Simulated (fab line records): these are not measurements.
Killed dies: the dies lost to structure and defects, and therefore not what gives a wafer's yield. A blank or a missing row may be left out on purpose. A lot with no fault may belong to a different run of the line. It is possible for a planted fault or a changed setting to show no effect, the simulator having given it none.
Matching of chambers :: flow n5-finfet :: N5_BEOL_M1_ETCH_64 on rie-diel-03 has 4 sister chambers
The step etches SOC in N2/H2, target depth 75 nm, overetch 15 nm, time 112.5 s. 4 wafers are shown with their chamber, then 8 later ones without.

## WAFERS WITH THEIR CHAMBER
wafer: L087.4
chamber: 0
drypump-motor-current-A (A): 5.60

wafer: L089.3
chamber: 3
drypump-motor-current-A (A): 5.46

wafer: L089.6
chamber: 2
drypump-motor-current-A (A): 5.70

wafer: L090.2
chamber: 1
drypump-motor-current-A (A): 6.32

## WAFERS MISSING THEIR CHAMBER
wafer: L090.4
drypump-motor-current-A (A): 5.72

wafer: L090.6
drypump-motor-current-A (A): 5.45

wafer: L096.2
drypump-motor-current-A (A): 5.47

wafer: L096.4
drypump-motor-current-A (A): 5.63

wafer: L096.6
drypump-motor-current-A (A): 5.59

wafer: L097.2
drypump-motor-current-A (A): 5.46

wafer: L097.3
drypump-motor-current-A (A): 5.60

wafer: L097.5
drypump-motor-current-A (A): 5.47

## WHICH CHAMBER EACH ONE RAN IN
wafer: L090.4
from the rows above: 2
in truth: 2

wafer: L090.6
from the rows above: 3
in truth: 3

wafer: L096.2
from the rows above: 3
in truth: 3

wafer: L096.4
from the rows above: 0
in truth: 0

wafer: L096.6
from the rows above: 0
in truth: 0

wafer: L097.2
from the rows above: 3
in truth: 3

wafer: L097.3
from the rows above: 0
in truth: 0

wafer: L097.5
from the rows above: 3
in truth: 3
Correct placement for 8 of the 8. From these rows, 0 cannot be placed. 0 placed wrongly.
How it was worked out, from the rows above alone: a wafer's distance from a chamber is the root of the sum, over the readings, of the square of ((its reading less the chamber's mean) divided by the reading's scatter). The wafer belongs to the nearest chamber; if the next one is less than 2 further off, it can't be placed. A chamber's mean is the mean of its shown wafers. The scatter: root of mean squared gap, hidden wafer to nearest shown wafer, with one shown wafer a chamber.
